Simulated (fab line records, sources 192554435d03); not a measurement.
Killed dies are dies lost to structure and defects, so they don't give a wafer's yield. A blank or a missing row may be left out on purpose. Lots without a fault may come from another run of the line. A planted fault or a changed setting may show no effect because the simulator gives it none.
Chamber matching | flow n5_finfet | N5_SD_EPI_N_ETCH_45 on rie_diel-06: 4 sister chambers
The step etches SiOCN in CH3F/O2, target depth 6 nm. 16 wafers are shown with their chamber, then 8 later ones without.

WAFERS WITH THEIR CHAMBER
wafer  | chamber | drypump_motor_current_A (A) | throttle_valve_pct (%) | showerhead_plenum_p_Torr (Torr)
L074.2 | 3       | 5.3                         | 23.09                  | 1.97
L074.3 | 0       | 5.5                         | 23.53                  | 1.89
L074.5 | 2       | 5.5                         | 23.39                  | 2.03
L078.3 | 3       | 5.3                         | 23.08                  | 1.97
L078.5 | 1       | 4.9                         | 23.11                  | 2.03
L078.6 | 2       | 5.5                         | 23.41                  | 2.02
L079.2 | 2       | 5.5                         | 23.40                  | 2.02
L079.5 | 1       | 4.9                         | 23.11                  | 2.03
L079.6 | 0       | 5.6                         | 23.56                  | 1.88
L083.2 | 0       | 5.6                         | 23.55                  | 1.88
L083.5 | 3       | 5.3                         | 23.11                  | 1.96
L083.6 | 2       | 5.5                         | 23.42                  | 2.02
L084.1 | 3       | 5.3                         | 23.12                  | 1.96
L084.5 | 1       | 4.9                         | 23.14                  | 2.02
L084.6 | 2       | 5.5                         | 23.43                  | 2.02
L086.1 | 2       | 5.5                         | 23.43                  | 2.01

SIGNATURES (means of the wafers above)
reading                  | chamber 0 | chamber 1 | chamber 2 | chamber 3 | scatter within a chamber
drypump_motor_current_A  | 5.567     | 4.900     | 5.500     | 5.300     | 0.0236
throttle_valve_pct       | 23.5467   | 23.1200   | 23.4133   | 23.1000   | 0.0168
showerhead_plenum_p_Torr | 1.8833    | 2.0267    | 2.0200    | 1.9650    | 0.00601
Rule: a wafer's distance from a chamber is the root of the sum, over the readings, of the square of ((its reading less the chamber's mean) divided by the reading's scatter). The wafer belongs to the nearest chamber; if the next one is less than 2 further off, it can't be placed. The scatter: the root of (the sum of the squares of (reading less its chamber's mean) over the shown wafers, divided by (wafers less chambers)).

WAFERS WITHOUT THEIR CHAMBER
wafer  | drypump_motor_current_A (A) | throttle_valve_pct (%) | showerhead_plenum_p_Torr (Torr)
L086.5 | 4.9                         | 23.14                  | 2.02
L086.6 | 5.6                         | 23.58                  | 1.88
L090.1 | 5.5                         | 23.45                  | 2.01
L090.3 | 4.9                         | 23.17                  | 2.01
L090.4 | 5.5                         | 23.44                  | 2.01
L093.1 | 4.9                         | 23.17                  | 2.01
L093.4 | 5.5                         | 23.10                  | 2.13
L093.5 | 4.9                         | 23.17                  | 2.01

WHICH CHAMBER EACH WENT THROUGH
wafer  | from the rows above | in truth
L086.5 | 1                   | 1
L086.6 | 0                   | 0
L090.1 | 2                   | 2
L090.3 | 1                   | 1
L090.4 | 2                   | 2
L093.1 | 1                   | 1
L093.4 | 2                   | 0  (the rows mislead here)
L093.5 | 1                   | 1
Placed correctly: 7 of 8. Can't be placed from these rows: 0. Placed wrongly: 1.
